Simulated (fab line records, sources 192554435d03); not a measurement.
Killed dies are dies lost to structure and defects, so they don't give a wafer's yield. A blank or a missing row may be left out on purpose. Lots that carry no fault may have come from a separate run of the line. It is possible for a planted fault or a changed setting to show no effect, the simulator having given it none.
Matching of chambers    flow n5 finfet    N5_DUMMY_GATE_STRIP_41 on rie diel-04 has 4 sister chambers
The step strips in O2. 18 wafers are shown with their chamber, then 9 later ones without.

## WAFERS WITH THEIR CHAMBER
wafer   chamber  drypump motor current A (A)  throttle valve pct (%)  showerhead plenum p Torr (Torr)
L074.3  0        6.4                          16.52                   2.12
L074.4  3        5.6                          16.98                   2.19
L074.5  2        5.1                          16.37                   2.03
L077.1  0        6.4                          16.52                   2.12
L077.4  0        6.3                          16.52                   2.12
L077.5  2        5.1                          16.37                   2.03
L079.1  2        5.1                          16.39                   2.03
L079.2  0        6.3                          16.54                   2.12
L079.3  1        6.4                          16.79                   2.05
L082.2  3        5.6                          17.02                   2.19
L082.3  2        5.2                          16.40                   2.02
L082.5  0        6.4                          16.53                   2.12
L085.3  1        6.5                          16.82                   2.04
L085.5  0        6.3                          16.55                   2.11
L085.6  3        5.6                          17.04                   2.18
L086.4  2        5.1                          16.41                   2.02
L086.5  0        6.4                          16.55                   2.11
L086.6  1        6.5                          16.79                   2.04

SIGNATURES (means of the wafers above)
reading                   chamber 0  chamber 1  chamber 2  chamber 3  scatter within a chamber
drypump motor current A   6.357      6.467      5.120      5.600      0.0477
throttle valve pct        16.5329    16.8000    16.3880    17.0133    0.0187
showerhead plenum p Torr  2.1171     2.0433     2.0260     2.1867     0.00532
Rule: for a wafer and a chamber, the distance is found by dividing, reading by reading, the gap between the wafer's reading and the chamber's mean by the reading's scatter, squaring, summing and taking the root. The wafer belongs to the nearest chamber; if the next one is less than 2 further off, it can't be placed. The scatter is the square root of a quotient: the sum, over the shown wafers, of each reading's squared deviation from its chamber's mean, divided by wafers minus chambers.

## WAFERS WITHOUT THEIR CHAMBER
wafer   drypump motor current A (A)  throttle valve pct (%)  showerhead plenum p Torr (Torr)
L088.2  6.5                          16.83                   2.04
L088.4  5.1                          16.44                   2.02
L088.6  5.6                          17.04                   2.18
L089.1  6.5                          16.83                   2.04
L089.2  6.4                          16.58                   2.11
L089.3  5.6                          17.06                   2.18
L097.3  6.3                          16.60                   2.11
L097.5  6.4                          16.60                   2.11
L097.6  5.6                          17.08                   2.18

## CHAMBER TAKEN BY EACH
wafer   from the rows above  in truth
L088.2  1                    1
L088.4  2                    2
L088.6  3                    3
L089.1  1                    1
L089.2  0                    0
L089.3  3                    3
L097.3  0                    0
L097.5  0                    0
L097.6  3                    3
9 of 9 placed correctly. From these rows, 0 cannot be placed. Number placed wrongly: 0.
